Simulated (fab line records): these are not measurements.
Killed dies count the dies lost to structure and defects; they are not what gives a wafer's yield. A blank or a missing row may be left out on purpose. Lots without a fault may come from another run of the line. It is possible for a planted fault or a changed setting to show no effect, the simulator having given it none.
fab line records -- flow n5_finfet
record lots=5, wafers=15, last_day=14
route steps=1938 shown DUMMY_GATE@234 BEOL_M4@1111 PASSIVATION@1936
lots that met no fault: from a run of the same line without faults
start_h: hours from the record's opening day to when the first of the lot's shown wafers began -- wait_h: how many hours have passed since the lot's step before this one -- " the same as in the row above -- L1.1+2: a single row standing in for several wafers -- - no value, or no start given -- * or withheld: withheld -- < > ~ a bound
route shown NAME@n: names a module that has steps shown in the file, with the first one's number in the route -- usual: mean/standard deviation taken from wafers without a fault -- same: alike in all rows -- chamber/n: place in a boat -- sites: per-site readings -- _std_site: standard deviation of those values -- _edge_site: inner sites' mean taken away from outer sites' mean -- radius_mm: for every site, how far away it sits from the centre of the wafer -- mask NAME#n: copy n -- behind: the last tool/chamber to shape the wafer -- hold: the reason the lot was held/the length of the hold in hours/how it ended -- device: the n, p or np transistor that did not switch -- end of line: tests of these same wafers at the route's end -- step lacking rows: just its recipe -- killed: at the first sort, the dies lost to defects and structure; wafer yield is something else -- map: a wafer's dies, marking killed ones x, the rest . and places with no die _
set.NAME: the setting the step ran with; set.NAME@STEP: the setting that earlier step ran with -- model.NAME: the simulator's own value behind a step, which no gauge read
lots at selected steps of the route; one table per step, one row per wafer
services: from which hour (start_h, from the record's first day; less than 0 if before it) a tool's chamber was out of use, for how many hours, and why
## steps
# step N5_DUMMY_GATE_DESCUM_20
# recipe chemistry=O2, time_s=6.2, source_power_w=50, bias_power_w=20, pressure_mtorr=20, rf_frequency_hz=2.712e+07, temp_c=40, resist=CAR-EUV, o2_flow_sccm=225
# step N5_DUMMY_GATE_ETCH_29
# recipe chemistry=N2/H2, target=underlayer, target_depth_a=130, ion_energy_ev=200, pressure_mtorr=30, source_w=840, bias_w=150, n2_flow_sccm=200, h2_flow_sccm=200
# step N5_DUMMY_GATE_ETCH_36
# recipe chemistry=CF4, target=SiARC, target_depth_a=130, pressure_mtorr=40, source_w=545, bias_w=36, Ar_flow_sccm=100, cf4_flow_sccm=100, ion_energy_ev=80
# step N5_DUMMY_GATE_ETCH_37
# recipe chemistry=N2/H2, target=SOC, target_depth_a=600, overetch_a=300, temp_c=40, ion_energy_ev=200, pressure_mtorr=30, source_w=840, bias_w=150, n2_flow_sccm=200, h2_flow_sccm=200
# step N5_DUMMY_GATE_STRIP_38
# recipe chemistry=N2/H2, temp_c=40, n2_flow_sccm=200, h2_flow_sccm=200, rf_frequency_hz=6e+07
# step N5_DUMMY_GATE_STRIP_39
# recipe chemistry=N2/H2, temp_c=40, n2_flow_sccm=200, h2_flow_sccm=200, rf_frequency_hz=6e+07
# step N5_DUMMY_GATE_TRIM_49
# recipe chemistry=O2, resist=SOC, time_s=29, target_cd_nm=14, source_power_w=300, bias_power_w=0, O2_flow_sccm=100, temp_c=20
# step N5_DUMMY_GATE_STRIP_40
# recipe chemistry=CF4, resist=SiARC, power_w=300, bias_power_w=75, pressure_mtorr=50, cf4_flow_sccm=150, rf_frequency_hz=6e+07
# step N5_DUMMY_GATE_ETCH_31
# recipe chemistry=C4F6/O2, target=SiO2, mask_material=SOC, target_depth_a=825, time_s=27.5, ion_energy_ev=250, pressure_mtorr=30, source_w=345, bias_w=185, Ar_flow_sccm=300, C4F6_flow_sccm=10, O2_flow_sccm=10
# step N5_DUMMY_GATE_STRIP_41
# recipe chemistry=O2, power_w=400, temp_c=40, pressure_mtorr=30, rf_frequency_hz=6e+07, bias_power_w=0, overash_fraction=0.3, o2_flow_sccm=225
# step N5_DUMMY_GATE_HM_OPEN_21
# recipe chemistry=CH3F/O2, target=SiNx, target_depth_a=1200, Ar_flow_sccm=150, CH3F_flow_sccm=30, O2_flow_sccm=23, time_s=171.4, pressure_mtorr=30, source_w=395, bias_w=73, ion_energy_ev=120.7
# usual CH3F_flow_sccm=30.00/0.08, O2_flow_sccm=23.01/0.061, drypump_motor_current_A=5.6/0.42, oes_product_au=0.82/0.095, rf_vpp_V=300/3.1, showerhead_plenum_p_Torr=2.05/0.075, throttle_valve_pct=16.46/0.25
lot.wafer,tool,chamber,start_h,wait_h,CH3F_flow_sccm,O2_flow_sccm,drypump_motor_current_A,oes_product_au,rf_hours_counter_h,rf_vpp_V,showerhead_plenum_p_Torr,throttle_valve_pct,model.SiO2_of_DUMMY_GATE_PECVD_30.thk_nm
L197.1,rie_diel-03,0,66.17,0.0,29.98,23.06,5.2,0.72,202,295,1.93,16.73,44.8
L197.3,rie_diel-03,2,66.17,0.0,29.97,23.01,5.4,0.86,51,298,2.14,16.63,45.6
L197.4,rie_diel-03,3,66.17,0.0,29.86,23.01,4.7,0.91,17,301,1.98,16.53,46.6
L204.1,rie_diel-01,3,105.99,0.0,-,-,-,-,-,-,-,-,54.8
L204.4,rie_diel-01,2,105.99,0.0,-,-,-,-,-,-,-,-,55.6
L204.5,rie_diel-01,1,105.99,0.0,-,-,-,-,-,-,-,-,55.6
L203.1,rie_diel-03,2,106.69,0.0,-,-,-,-,-,-,-,-,54.4
L203.3,rie_diel-03,1,106.69,0.0,-,-,-,-,-,-,-,-,55.4
L203.4,rie_diel-03,3,106.69,0.0,-,-,-,-,-,-,-,-,54.4
L205.2,rie_diel-01,1,116.81,0.0,-,-,-,-,-,-,-,-,55.8
L205.3,rie_diel-01,2,116.81,0.0,-,-,-,-,-,-,-,-,55.4
L205.4,rie_diel-01,3,116.81,0.0,-,-,-,-,-,-,-,-,56.2
L207.2,rie_diel-03,2,125.22,0.0,30.13,23.00,5.4,0.85,68,297,2.13,16.65,44.8
L207.4,rie_diel-03,3,125.22,0.0,29.86,23.01,4.7,0.88,34,298,1.97,16.56,45.8
L207.6,rie_diel-03,2,125.22,0.0,30.07,23.07,5.4,0.86,-,296,2.13,16.67,45.2
# step N5_DUMMY_GATE_ETCH_32
# recipe chemistry=CF4, target=SiO2, target_depth_a=35, time_s=3.9, ion_energy_ev=350, pressure_mtorr=10, icp_w=800, bias_w=400, cf4_flow_sccm=80
# step N5_DUMMY_GATE_ETCH_23
# recipe chemistry=HBr/Cl2/O2, HBr_flow_sccm=150, Cl2_flow_sccm=80, O2_flow_sccm=12, bias_w=102, target_depth_a=410, time_s=22.3, target=poly-Si, mask_material=SiO2, pressure_mtorr=10, icp_w=800
# step N5_DUMMY_GATE_ETCH_44
# recipe chemistry=HBr/O2, over_etch_frac=0.7, target_depth_a=1275, stop_on=SiO2, ion_energy_ev=60, bias_w=20, target=poly-Si, mask_material=SiO2, pressure_mtorr=20, icp_w=400, HBr_flow_sccm=120, O2_flow_sccm=10
# usual HBr_flow_sccm=120.0/0.37, drypump_motor_current_A=5.7/0.32, oes_product_au=0.725/0.011, throttle_valve_pct=18.51/0.24
lot.wafer,tool,chamber,start_h,wait_h,HBr_flow_sccm,drypump_motor_current_A,oes_product_au,rf_hours_counter_h,throttle_valve_pct,model.SiO2_of_DUMMY_GATE_PECVD_30.thk_nm
L197.1,rie_si-02,2,66.42,0.0,120.8,5.5,0.725,120,18.76,38
L197.3,rie_si-02,1,66.42,0.0,119.6,5.5,0.720,86,18.47,38.4
L197.4,rie_si-02,3,66.42,0.0,119.6,5.9,0.727,34,18.11,39.4
L204.1,rie_si-02,0,106.24,0.0,120.6,6.3,0.731,24,18.38,47.6
L204.4,rie_si-02,1,106.24,0.0,120.0,5.5,0.737,87,18.45,48.4
L204.5,rie_si-02,0,106.24,0.0,120.3,6.3,0.735,-,18.35,48.6
L203.1,rie_si-02,1,106.94,0.0,120.0,5.5,0.719,87,18.45,47.2
L203.3,rie_si-02,0,106.94,0.0,120.3,6.3,0.737,25,18.35,48.4
L203.4,rie_si-02,3,106.94,0.0,119.7,5.9,0.726,34,18.10,47.4
L205.2,rie_si-06,0,117.06,0.0,120.5,5.9,0.719,190,18.57,48.8
L205.3,rie_si-06,2,117.06,0.0,120.2,5.5,0.725,7,18.75,48.4
L205.4,rie_si-06,1,117.06,0.0,120.3,5.6,0.740,3,18.19,49
L207.2,rie_si-06,2,125.47,0.0,119.6,5.6,0.738,8,18.75,37.8
L207.4,rie_si-06,3,125.47,0.0,119.2,5.5,0.712,120,18.73,38.6
L207.6,rie_si-06,3,125.47,0.0,119.7,5.5,0.709,-,18.73,38.2
# step N5_BEOL_M4_RC_MEAS_101
# usual DIBL_N=36.4/1.3, DIBL_P=36.5/1.7, IOFF_N=0.154/0.022, IOFF_P=0.202/0.025, ION_N=671/9.8, ION_P=460/6.8, SS_N=71.6/0.54, SS_P=73.4/0.58, VT_N=250.9/2.8, VT_P=-251.4/2.7
lot.wafer,tool,chamber,start_h,wait_h,DIBL_N[mV/V],DIBL_P[mV/V],IOFF_N[nA/um],IOFF_P[nA/um],ION_N[uA/um],ION_P[uA/um],SS_N[mV/dec],SS_P[mV/dec],VT_N[mV],VT_P[mV]
L197.1,prober-02,0,182.05,0.0,35.6,34.8,0.114,0.141,656,448,71.0,72.6,256.6,-257.9
L197.3,prober-02,0,182.05,0.0,36.8,36.3,0.133,0.159,660,445,71.6,73.6,257.2,-259.5
L197.4,prober-02,0,182.05,0.0,35.9,34.8,0.112,0.137,650,440,72.0,73.6,257.9,-257.8
L207.2,prober-02,0,230.87,0.2,34.9,35.0,0.146,0.184,671,459,71.5,73.1,250.8,-252.2
L207.4,prober-02,0,230.87,0.2,35.0,35.3,0.145,0.196,675,461,71.7,72.9,252.1,-251.9
L207.6,prober-02,0,230.87,0.2,33.7,33.4,0.126,0.169,684,464,71.1,72.0,252.2,-252.1
# step N5_PASSIVATION_PROBE_49
# usual defect_limited_yield=91.1/1.3, killed_at_M0_to_M3=34/10, killed_at_M4_up=14/5.7, killed_at_contacts=12/5.9, killed_at_front_end=41/12, killed_at_other=4/3.1, killed_dies=105/15, killed_on_rim=14/4.2, killed_open=69/11, killed_short=35/7.8, sort_bin_5_function=5.3/0.81, sort_bin_6_memory=3.3/0.75, sort_n_pass=1075/15, sort_yield_pct=91.1/1.3
# same gross_dies=1180, killed_at_back_side=0, sort_bin_4_leakage[%]=0, sort_bin_8_speed[%]=0
lot.wafer,tool,chamber,start_h,wait_h,defect_limited_yield[%],killed_at_M0_to_M3,killed_at_M4_up,killed_at_contacts,killed_at_front_end,killed_at_other,killed_dies,killed_on_rim,killed_open,killed_short,sort_bin_5_function[%],sort_bin_6_memory[%],sort_n_pass,sort_yield_pct[%]
L197.1,prober-02,-,282.08,0.0,91.3,33,22,10,32,6,103,11,62,39,5.1,3.4,1077,91.3
L197.3,prober-02,-,282.18,0.1,90.2,43,7,25,35,6,116,14,69,45,5.7,3.6,1064,90.2
L197.4,prober-02,-,282.23,0.2,91.2,21,14,21,45,3,104,20,70,33,6.0,2.6,1076,91.2
L203.1,prober-01,-,324.50,0.0,0,34,16,9,1119,2,1180,152,61,35,96.5,3.3,0,0
L203.3,prober-01,-,324.60,0.1,0,26,16,18,1114,6,1180,152,69,18,97.0,2.8,0,0
L203.4,prober-01,-,324.65,0.2,0,27,11,0,1139,3,1180,152,44,24,97.5,2.0,0,0
L207.2,prober-02,-,330.24,0.1,88.1,50,13,7,64,6,140,14,83,54,6.3,5.3,1040,88.1
L207.4,prober-02,-,330.34,0.2,90.3,44,22,3,44,2,115,14,74,39,6.6,2.8,1065,90.3
L207.6,prober-02,-,330.44,0.3,88.9,44,19,5,62,1,131,23,79,50,6.6,4.2,1049,88.9
L204.1,prober-02,-,336.14,0.0,0,39,4,9,1119,9,1180,152,83,44,95.2,4.2,0,0
L204.4,prober-02,-,336.29,0.2,0,28,4,12,1132,4,1180,152,61,42,95.9,3.7,0,0
L204.5,prober-02,-,336.34,0.2,0,23,13,11,1128,5,1180,152,66,42,97.5,1.9,0,0
L205.2,prober-02,-,336.82,0.1,0,26,14,15,1118,7,1180,152,54,29,97.5,2.1,0,0
L205.3,prober-02,-,336.87,0.1,0,57,6,12,1100,5,1180,152,77,26,96.7,2.9,0,0
L205.4,prober-02,-,336.92,0.2,0,32,17,17,1112,2,1180,152,57,43,96.7,2.7,0,0
# killed by level:class
L197.1 BEOL_M4:geometric_particle:open=14 BEOL_M2:geometric_particle:open=9 MOL_CONTACT_COAG:geometric_particle:open=7 BEOL_M0_SAQP:geometric_particle:short=7 FIN_SAQP:geometric_particle:short=6 FIN_SAQP:geometric_particle:open=6 GATE_CUT:geometric_particle:short=5 BEOL_M0_SAQP:geometric_particle:open=5
L197.3 MOL_CONTACT_COAG:geometric_particle:open=18 BEOL_M2:geometric_particle:open=10 BEOL_M0_SAQP:geometric_particle:short=9 BEOL_M0_SAQP:geometric_particle:open=9 STI_FIN_REVEAL:geometric_particle:open=7 MOL_CONTACT_COAG:geometric_particle:short=7 BEOL_M2:geometric_particle:short=6 STI_FIN_REVEAL:geometric_particle:short=5
L197.4 MOL_CONTACT_COAG:geometric_particle:open=19 FIN_SAQP:geometric_particle:open=12 BEOL_M4:geometric_particle:open=9 GATE_CUT:geometric_particle:short=8 STI_FIN_REVEAL:geometric_particle:open=6 FIN_SAQP:geometric_particle:short=5 BEOL_M2:geometric_particle:open=5 BEOL_M0_SAQP:geometric_particle:short=5
L203.1 DUMMY_GATE:area_open=1079 BEOL_M0_SAQP:geometric_particle:open=15 STI_FIN_REVEAL:geometric_particle:open=10 BEOL_M0_SAQP:geometric_particle:short=10 MOL_CONTACT_COAG:geometric_particle:open=7 FIN_SAQP:geometric_particle:open=6 FIN_SAQP:geometric_particle:short=6 BEOL_M4:geometric_particle:open=5
L203.3 DUMMY_GATE:area_open=1089 MOL_CONTACT_COAG:geometric_particle:open=15 STI_FIN_REVEAL:geometric_particle:open=7 BEOL_M3:geometric_particle:open=6 STARTING-WAFER:geometric_particle:open=5 BEOL_M0_SAQP:geometric_particle:short=4 BEOL_M2:geometric_particle:open=4 MOL_CONTACT_COAG:geometric_particle:short=3
L203.4 DUMMY_GATE:area_open=1105 BEOL_M0_SAQP:geometric_particle:open=9 STI_FIN_REVEAL:geometric_particle:open=7 BEOL_M0_SAQP:geometric_particle:short=7 FIN_SAQP:geometric_particle:open=5 FIN_SAQP:geometric_particle:short=5 DUMMY_GATE:geometric_particle:open=5 BEOL_M2:geometric_particle:open=3
L207.2 FIN_SAQP:geometric_particle:short=16 FIN_SAQP:geometric_particle:open=12 BEOL_M0_SAQP:geometric_particle:open=12 BEOL_M1:geometric_particle:open=11 STI_FIN_REVEAL:geometric_particle:open=9 BEOL_M0_SAQP:geometric_particle:short=8 DUMMY_GATE:geometric_particle:open=6 MOL_CONTACT_COAG:geometric_particle:open=6
L207.4 BEOL_M0_SAQP:geometric_particle:open=16 FIN_SAQP:geometric_particle:short=11 STI_FIN_REVEAL:geometric_particle:open=11 BEOL_M1:geometric_particle:open=9 BEOL_M4:geometric_particle:open=8 BEOL_M0_SAQP:geometric_particle:short=8 FIN_SAQP:geometric_particle:open=5 DUMMY_GATE:geometric_particle:open=5
L207.6 FIN_SAQP:geometric_particle:short=19 BEOL_M0_SAQP:geometric_particle:open=11 STI_FIN_REVEAL:geometric_particle:open=11 BEOL_M0_SAQP:geometric_particle:short=9 DUMMY_GATE:geometric_particle:open=8 BEOL_M3:geometric_particle:open=8 BEOL_M4:geometric_particle:open=7 BEOL_M1:geometric_particle:open=6
L204.1 DUMMY_GATE:area_open=1053 FIN_SAQP:geometric_particle:short=20 FIN_SAQP:geometric_particle:open=17 BEOL_M1:geometric_particle:open=13 STI_FIN_REVEAL:geometric_particle:open=10 MOL_CONTACT_COAG:geometric_particle:open=8 BEOL_M3:geometric_particle:open=6 GATE_CUT:geometric_particle:open=4
L204.4 DUMMY_GATE:area_open=1075 FIN_SAQP:geometric_particle:open=17 FIN_SAQP:geometric_particle:short=15 MOL_CONTACT_COAG:geometric_particle:open=8 BEOL_M1:geometric_particle:open=7 BEOL_M2:geometric_particle:open=4 DUMMY_GATE:geometric_particle:open=4 SPACER0:geometric_particle:short=4
L204.5 DUMMY_GATE:area_open=1071 FIN_SAQP:geometric_particle:short=12 FIN_SAQP:geometric_particle:open=10 STI_FIN_REVEAL:geometric_particle:open=9 MOL_CONTACT_COAG:geometric_particle:open=9 STI_FIN_REVEAL:geometric_particle:short=6 BEOL_M1:geometric_particle:open=6 GATE_CUT:geometric_particle:short=5
L205.2 DUMMY_GATE:area_open=1096 BEOL_M2:geometric_particle:open=11 MOL_CONTACT_COAG:geometric_particle:open=9 MOL_CONTACT_COAG:geometric_particle:short=6 BEOL_M0_SAQP:geometric_particle:open=5 BEOL_M2:geometric_particle:short=5 STI_FIN_REVEAL:geometric_particle:open=4 BEOL_M4:geometric_particle:open=3
L205.3 DUMMY_GATE:area_open=1077 BEOL_M2:geometric_particle:open=14 MOL_CONTACT_COAG:geometric_particle:open=12 BEOL_M3:geometric_particle:open=12 BEOL_M0_SAQP:geometric_particle:short=8 BEOL_M0_SAQP:geometric_particle:open=8 STI_FIN_REVEAL:geometric_particle:open=5 GATE_CUT:geometric_particle:open=5
L205.4 DUMMY_GATE:area_open=1080 BEOL_M2:geometric_particle:open=16 MOL_CONTACT_COAG:geometric_particle:open=9 BEOL_M4:geometric_particle:open=9 MOL_CONTACT_COAG:geometric_particle:short=8 GATE_CUT:geometric_particle:short=7 DUMMY_GATE:geometric_particle:short=5 FIN_SAQP:geometric_particle:short=4
# map L203.1 (x killed, . not)
_________________xxxxxxxxxxxx________________
______________xxxxxxxxxxxxxxxxxx_____________
___________xxxxxxxxxxxxxxxxxxxxxxxx__________
__________xxxxxxxxxxxxxxxxxxxxxxxxxx_________
________xxxxxxxxxxxxxxxxxxxxxxxxxxxxxx_______
_______xxxxxxxxxxxxxxxxxxxxxxxxxxxxxxxx______
______xxxxxxxxxxxxxxxxxxxxxxxxxxxxxxxxxx_____
_____xxxxxxxxxxxxxxxxxxxxxxxxxxxxxxxxxxxx____
____xxxxxxxxxxxxxxxxxxxxxxxxxxxxxxxxxxxxxx___
___xxxxxxxxxxxxxxxxxxxxxxxxxxxxxxxxxxxxxxxx__
___xxxxxxxxxxxxxxxxxxxxxxxxxxxxxxxxxxxxxxxx__
__xxxxxxxxxxxxxxxxxxxxxxxxxxxxxxxxxxxxxxxxxx_
__xxxxxxxxxxxxxxxxxxxxxxxxxxxxxxxxxxxxxxxxxx_
_xxxxxxxxxxxxxxxxxxxxxxxxxxxxxxxxxxxxxxxxxxxx
_xxxxxxxxxxxxxxxxxxxxxxxxxxxxxxxxxxxxxxxxxxxx
_xxxxxxxxxxxxxxxxxxxxxxxxxxxxxxxxxxxxxxxxxxxx
_xxxxxxxxxxxxxxxxxxxxxxxxxxxxxxxxxxxxxxxxxxxx
_xxxxxxxxxxxxxxxxxxxxxxxxxxxxxxxxxxxxxxxxxxxx
_xxxxxxxxxxxxxxxxxxxxxxxxxxxxxxxxxxxxxxxxxxxx
_xxxxxxxxxxxxxxxxxxxxxxxxxxxxxxxxxxxxxxxxxxxx
_xxxxxxxxxxxxxxxxxxxxxxxxxxxxxxxxxxxxxxxxxxxx
__xxxxxxxxxxxxxxxxxxxxxxxxxxxxxxxxxxxxxxxxxx_
__xxxxxxxxxxxxxxxxxxxxxxxxxxxxxxxxxxxxxxxxxx_
___xxxxxxxxxxxxxxxxxxxxxxxxxxxxxxxxxxxxxxxx__
___xxxxxxxxxxxxxxxxxxxxxxxxxxxxxxxxxxxxxxxx__
____xxxxxxxxxxxxxxxxxxxxxxxxxxxxxxxxxxxxxx___
_____xxxxxxxxxxxxxxxxxxxxxxxxxxxxxxxxxxxx____
______xxxxxxxxxxxxxxxxxxxxxxxxxxxxxxxxxx_____
_______xxxxxxxxxxxxxxxxxxxxxxxxxxxxxxxx______
________xxxxxxxxxxxxxxxxxxxxxxxxxxxxxx_______
__________xxxxxxxxxxxxxxxxxxxxxxxxxx_________
___________xxxxxxxxxxxxxxxxxxxxxxxx__________
______________xxxxxxxxxxxxxxxxxx_____________
_________________xxxxxxxxxxxx________________
# map L204.1 (x killed, . not)
_________________xxxxxxxxxxxx________________
______________xxxxxxxxxxxxxxxxxx_____________
___________xxxxxxxxxxxxxxxxxxxxxxxx__________
__________xxxxxxxxxxxxxxxxxxxxxxxxxx_________
________xxxxxxxxxxxxxxxxxxxxxxxxxxxxxx_______
_______xxxxxxxxxxxxxxxxxxxxxxxxxxxxxxxx______
______xxxxxxxxxxxxxxxxxxxxxxxxxxxxxxxxxx_____
_____xxxxxxxxxxxxxxxxxxxxxxxxxxxxxxxxxxxx____
____xxxxxxxxxxxxxxxxxxxxxxxxxxxxxxxxxxxxxx___
___xxxxxxxxxxxxxxxxxxxxxxxxxxxxxxxxxxxxxxxx__
___xxxxxxxxxxxxxxxxxxxxxxxxxxxxxxxxxxxxxxxx__
__xxxxxxxxxxxxxxxxxxxxxxxxxxxxxxxxxxxxxxxxxx_
__xxxxxxxxxxxxxxxxxxxxxxxxxxxxxxxxxxxxxxxxxx_
_xxxxxxxxxxxxxxxxxxxxxxxxxxxxxxxxxxxxxxxxxxxx
_xxxxxxxxxxxxxxxxxxxxxxxxxxxxxxxxxxxxxxxxxxxx
_xxxxxxxxxxxxxxxxxxxxxxxxxxxxxxxxxxxxxxxxxxxx
_xxxxxxxxxxxxxxxxxxxxxxxxxxxxxxxxxxxxxxxxxxxx
_xxxxxxxxxxxxxxxxxxxxxxxxxxxxxxxxxxxxxxxxxxxx
_xxxxxxxxxxxxxxxxxxxxxxxxxxxxxxxxxxxxxxxxxxxx
_xxxxxxxxxxxxxxxxxxxxxxxxxxxxxxxxxxxxxxxxxxxx
_xxxxxxxxxxxxxxxxxxxxxxxxxxxxxxxxxxxxxxxxxxxx
__xxxxxxxxxxxxxxxxxxxxxxxxxxxxxxxxxxxxxxxxxx_
__xxxxxxxxxxxxxxxxxxxxxxxxxxxxxxxxxxxxxxxxxx_
___xxxxxxxxxxxxxxxxxxxxxxxxxxxxxxxxxxxxxxxx__
___xxxxxxxxxxxxxxxxxxxxxxxxxxxxxxxxxxxxxxxx__
____xxxxxxxxxxxxxxxxxxxxxxxxxxxxxxxxxxxxxx___
_____xxxxxxxxxxxxxxxxxxxxxxxxxxxxxxxxxxxx____
______xxxxxxxxxxxxxxxxxxxxxxxxxxxxxxxxxx_____
_______xxxxxxxxxxxxxxxxxxxxxxxxxxxxxxxx______
________xxxxxxxxxxxxxxxxxxxxxxxxxxxxxx_______
__________xxxxxxxxxxxxxxxxxxxxxxxxxx_________
___________xxxxxxxxxxxxxxxxxxxxxxxx__________
______________xxxxxxxxxxxxxxxxxx_____________
_________________xxxxxxxxxxxx________________
## services
tool,chamber,start_h,hours,kind
rie_diel-01,3,44.83,2.5,repair
rie_diel-01,1,58.19,-,clean
rie_diel-01,1,58.19,-,consumable_replace:focus_ring
rie_diel-01,1,58.19,-,consumable_replace:showerhead
rie_diel-01,1,58.19,20.9,scheduled_down
rie_diel-01,1,58.19,20.9,vent_cycle
rie_diel-01,0,102.36,22.0,repair
## key
first_sign step=N5_DUMMY_GATE_HM_OPEN_21, reading=tool_record, direction=missing
effect step=N5_PASSIVATION_PROBE_49, reading=sort_bin_5_function, direction=up, sigmas=99+, usual=5.3, struck=96.7
model_effect step=N5_DUMMY_GATE_HM_OPEN_21, value=SiO2_of_DUMMY_GATE_PECVD_30.thk_nm, without=45.24, struck=55.29
model_effect step=N5_DUMMY_GATE_ETCH_44, value=SiO2_of_DUMMY_GATE_PECVD_30.thk_nm, without=38.16, struck=48.2
more_kills_born_at N5_DUMMY_GATE_HM_OPEN_21@rie_diel-01=6448, N5_DUMMY_GATE_HM_OPEN_21@rie_diel-03=3272
met_at N5_DUMMY_GATE_HM_OPEN_21
struck_wafers L203.1,L203.3,L203.4,L204.1,L204.4,L204.5,L205.2,L205.3,L205.4
later_rows_left_out L203.1,L203.3,L203.4,L204.1,L204.4,L204.5,L205.2,L205.3,L205.4
onset_between 66.17 105.99
fault kind=skipped_step_whole, tool=rie_diel-01,rie_diel-03, chamber=-, onset_h=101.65, steps=N5_DUMMY_GATE_HM_OPEN_21, scope=struck_lots_only
# later_rows_left_out: the simulator's readings of these wafers behind a module that went badly wrong aren't trusted and aren't shown, but for the sort
